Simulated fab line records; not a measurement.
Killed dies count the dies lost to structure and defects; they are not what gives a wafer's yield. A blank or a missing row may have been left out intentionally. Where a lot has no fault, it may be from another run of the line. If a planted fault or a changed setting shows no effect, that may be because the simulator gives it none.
Split-lot experiment | flow n5-finfet | on a route of 1938 steps: 7 lots, 21 wafers read

## THE SPLIT
At N5_FIN_SAQP_PEB_14 (peb time 60 s), the setting peb-time-s was moved away from the recipe's 60 s on 9 of the 21 wafers read, by -18.6% to +21.0%. All remaining wafers had this setting at the recipe value.

## BETWEEN THE SPLIT AND THE READING: the file shows 1 step in between
- N5_FIN_SAQP_DEVELOP_15: develop time 30 s

## THE READING
cd-nm (nm) at N5_FIN_SAQP_CD_MEAS_16, where the cd target is 35.6 nm. A value of 35.6 nm with a standard deviation of 0.4 nm is what fault-free wafers of this fab line usually give.

wafer  | tool, chamber at the split | peb-time-s as run, s | against the recipe | cd-nm, nm | against lot-mates on the recipe
L074.1 | litho-track-03, 0          | 48.82                | -18.6%             | 38.7      | no lot-mate on the recipe
L074.3 | litho-track-03, 0          | 48.82                | -18.6%             | 37.6      | no lot-mate on the recipe
L074.4 | litho-track-03, 0          | 48.82                | -18.6%             | 38.1      | no lot-mate on the recipe
L079.1 | litho-track-03, 0          | 60                   | recipe             | 35.0      | -
L079.2 | litho-track-03, 0          | 72.6                 | +21.0%             | 32.9      | -2.1
L079.5 | litho-track-03, 0          | 72.6                 | +21.0%             | 32.4      | -2.6
L084.3 | litho-track-01, 0          | 60                   | recipe             | 36.2      | -
L084.4 | litho-track-01, 0          | 49.52                | -17.5%             | 38.5      | +2.5
L084.6 | litho-track-01, 0          | 60                   | recipe             | 35.7      | -
L087.2 | litho-track-01, 0          | 60                   | recipe             | 36.1      | -
L087.4 | litho-track-01, 0          | 60                   | recipe             | 35.8      | -
L087.6 | litho-track-01, 0          | 60                   | recipe             | 35.9      | -
L088.2 | litho-track-05, 0          | 60                   | recipe             | 35.7      | -
L088.5 | litho-track-05, 0          | 63.79                | +6.3%              | 35.0      | -0.5
L088.6 | litho-track-05, 0          | 60                   | recipe             | 35.3      | -
L089.1 | litho-track-03, 0          | 67.01                | +11.7%             | 33.7      | -1.6
L089.2 | litho-track-03, 0          | 60                   | recipe             | 35.7      | -
L089.6 | litho-track-03, 0          | 60                   | recipe             | 35.0      | -
L091.3 | litho-track-01, 0          | 60                   | recipe             | 35.9      | -
L091.4 | litho-track-01, 0          | 60                   | recipe             | 36.0      | -
L091.6 | litho-track-01, 0          | 70.2                 | +17.0%             | 33.5      | -2.5

THE FIT
A straight line over all 21 wafers: cd-nm changes by -0.14 nm for each +1% of peb-time-s; r = -0.97; the points scatter about the line by 0.39 nm.
The same after taking each lot's own level away (the mean of its wafers on the recipe; 18 wafers): -0.127 nm for each +1%; r = -0.98; scatter 0.26 nm.
Per that fit: largest peb-time-s move, reading shift of 2.7 nm.
Measured against the standard deviation above, the lots' own levels, which go from 35.00 to 35.95 nm, span 2.4 times it.
So the slope is not independent of the lot-to-lot level: the two fits are not the same.
Check: for one of the wafers moved furthest among these (+21.0%), held out of the fit, the line's prediction against its lot-mates is -2.82 nm. It came out at -2.1 nm against them.

## OTHER SPLITS ON THESE WAFERS
Before the reading, these wafers also passed through other splits. Each is held against what the fit with the lots' levels taken away leaves over:
other split on the same wafers          | wafers away from the commonest value | r with cd-nm (lot level and that fit taken away)
N5_ZERO_LAYER_EXPOSE_08 dose-mj         | 5                                    | -0.35
N5_ZERO_LAYER_DEVELOP_10 develop-time-s | 6                                    | -0.25

## FILE'S OWN FIT
cd-nm changes by -0.128 nm for each +1% of peb-time-s, r = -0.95.
